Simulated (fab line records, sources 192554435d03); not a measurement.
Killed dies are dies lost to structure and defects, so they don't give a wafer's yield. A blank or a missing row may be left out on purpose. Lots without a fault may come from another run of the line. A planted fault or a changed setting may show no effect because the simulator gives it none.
A struck lot beside a sound one | flow n5_finfet | 37 steps out of a route of 1938
Sound: wafers L568.1, L568.3, L568.4. Struck: wafer L581.3. (L581.2 of the same lot was not struck and is left out.) The cause comes at the end.
At each step with rows: each side's tool, then ch and its chambers, then its first start. Under that, the readings that differ: sound wafers | struck wafers | difference of the means | sigmas: that difference in standard deviations of wafers without a fault.
alike: readings whose means differ by less than 2 such deviations, and words and numbers that are the same on both sides. not compared: withheld readings, readings that some wafer has no value for, bounds like >300 that may hide the same value, and numbers for which the record gives no deviation and whose values overlap.
The two part at a step that has a row with sigmas, a row that says differs or no value, or rows on one side only. Numbers that don't overlap but have no deviation are shown without sigmas and don't part them. A reading that every wafer of one side lacks parts them only if that side has two wafers or more.

first, 8 steps without rows for these wafers: N5_MOL_CONTACT_COAG_PRECLEAN_138 (cleans in alkaline clean, time 60 s); N5_MOL_CONTACT_COAG_SRD_139 (time 30 s); N5_MOL_CONTACT_COAG_PRE_CLEAN_121; N5_MOL_CONTACT_COAG_CVD_140 (deposits W, target thk 66.5 nm, time 215 s); N5_MOL_CONTACT_COAG_PRECLEAN_127 (cleans in DIW, time 57.5 s); N5_MOL_CONTACT_COAG_SRD_128 (dry time 32 s); N5_MOL_CONTACT_COAG_CMP_52 (polishes, stops on SiO2, t overpolish 1.5 s, target thk 66.5 nm); N5_MOL_CONTACT_COAG_ANNEAL_112 (time 1800 s).
N5_BEOL_M0_SAQP_PECVD_00: deposits SiCN from 3MS/NH3, target thk 8 nm, time 14 s.
  sound on pecvd-01 ch 0,1,2, day 5 14:26; struck on pecvd-01 ch 0, day 9 02:40
  reading                                         | sound     | struck | difference | sigmas
  model.SiCN_of_BEOL_M0_SAQP_PECVD_00.thk_nm (nm) | 7.6 8 7.8 | 12.8   | +5.0       |
  alike: showerhead_plenum_p_Torr, showerhead_vpp_V, throttle_valve_pct
then, 25 steps without rows for these wafers: N5_BEOL_M0_SAQP_ILD_DEP_01 (deposits SiOC from DEMS/O2, target thk 45.419 nm, time 8.7 s); N5_BEOL_M0_SAQP_HM_DEP_02 (deposits TiN, target thk 12 nm); N5_BEOL_M0_SAQP_PECVD_03 (deposits SiCN from 3MS/NH3, target thk 12 nm, time 21.1 s); N5_BEOL_M0_SAQP_PECVD_96 (deposits a-Si from SiH4/He, target thk 45 nm, time 45.2 s); N5_BEOL_M0_SAQP_PECVD_97 (deposits SiNx from SiH4/NH3/N2, target thk 23 nm, time 19.9 s); N5_BEOL_M0_SAQP_PECVD_04 (deposits a-Si from SiH4/He, target thk 60 nm, time 60.2 s); N5_BEOL_M0_SAQP_HM_DEP_111 (deposits SiO2 from SiH4/N2O, target thk 12 nm, time 7.2 s); N5_BEOL_M0_SAQP_COAT_81 (time 60 s, resist thk 100 nm); N5_BEOL_M0_SAQP_COAT_82 (time 60 s, resist thk 30 nm); N5_BEOL_M0_SAQP_COAT_08 (resist thk 90 nm); N5_BEOL_M0_SAQP_EBR_10; N5_BEOL_M0_SAQP_SOFTBAKE_09 (time 60 s); N5_BEOL_M0_SAQP_EXPOSE_11 (exposes mask M0 CORE, target cd 42 nm); N5_BEOL_M0_SAQP_PEB_12 (peb time 60 s); N5_BEOL_M0_SAQP_DEVELOP_13 (develop time 30 s); N5_BEOL_M0_SAQP_DESCUM_19 (chemistry O2, time 7.9 s); N5_BEOL_M0_SAQP_ETCH_83 (etches SiARC in CF4, target depth 39 nm, time 65 s); N5_BEOL_M0_SAQP_ETCH_84 (etches SOC in N2/H2, target depth 100 nm, overetch 20 nm, time 150 s); N5_BEOL_M0_SAQP_STRIP_80 (strips in N2/H2); N5_BEOL_M0_SAQP_HM_OPEN_112 (chemistry CHF3/O2, target SiO2, stops on a-Si, target depth 12 nm, time 13.5 s); N5_BEOL_M0_SAQP_STRIP_113 (strips in CHF3/O2); N5_BEOL_M0_SAQP_MANDREL_ETCH_20 (etches a-Si in HBr/Cl2, stops on SiNx, target depth 60 nm, bt time 10 s, time 30 s); N5_BEOL_M0_SAQP_STRIP_86 (strips in N2/H2); N5_BEOL_M0_SAQP_STRIP_115 (strips in post etch residue remover, time 60 s); N5_BEOL_M0_SAQP_SRD_93 (time 30 s).
N5_BEOL_M0_ETCH_109: etches SiCN in CH3F/O2, target depth 8 nm, overetch 2.4 nm, time 27.4 s.
  sound on rie_diel-03 ch 0,1,3, day 6 01:11; struck on rie_diel-03 ch 1, day 9 18:53
  reading                  | sound             | struck | difference | sigmas
  model.etch.depth_nm (nm) | 7.625 8.072 7.722 | 9.966  | +2.160     |
  alike: drypump_motor_current_A, oes_product_au, rf_vpp_V, showerhead_plenum_p_Torr, throttle_valve_pct
  not compared: rf_hours_counter_h
N5_BEOL_M4_RC_MEAS_101:
  the record has rows for the sound wafers here (prober-01 ch 0, day 7 19:11) and none for the struck ones
-- the record jumps here: 6 days lie between the struck wafers' starts before and after (it left off in module BEOL_M4 and takes up again in module PASSIVATION, whose first step shown is number 1936 of the route) --
N5_PASSIVATION_PROBE_49:
  sound on prober-02, day 12 11:28; struck on prober-01, day 16 04:35
  reading                  | sound          | struck | difference | sigmas
  defect_limited_yield (%) | 91.7 92.4 92.7 | 0      | -92        | -62
  killed_at_M0_to_M3       | 29 23 18       | 1131   | +1108      | +99 or more
  killed_at_M4_up          | 17 15 20       | 4      | -13        | -2
  killed_dies              | 98 90 86       | 1180   | +1089      | +60
  killed_on_rim            | 16 9 8         | 152    | +141       | +34
  sort_bin_5_function (%)  | 4.9 5.1 3.9    | 97.4   | +92.8      | +84
  sort_n_pass              | 1082 1090 1094 | 0      | -1089      | -60
  sort_yield_pct (%)       | 91.7 92.4 92.7 | 0      | -92        | -62
  alike: killed_at_contacts, killed_at_front_end, killed_at_other, killed_open, killed_short, sort_bin_4_leakage, sort_bin_6_memory

WHERE THEY PART
First at N5_BEOL_M4_RC_MEAS_101; last, within this record, at N5_PASSIVATION_PROBE_49.

WHY: what the simulator had put in
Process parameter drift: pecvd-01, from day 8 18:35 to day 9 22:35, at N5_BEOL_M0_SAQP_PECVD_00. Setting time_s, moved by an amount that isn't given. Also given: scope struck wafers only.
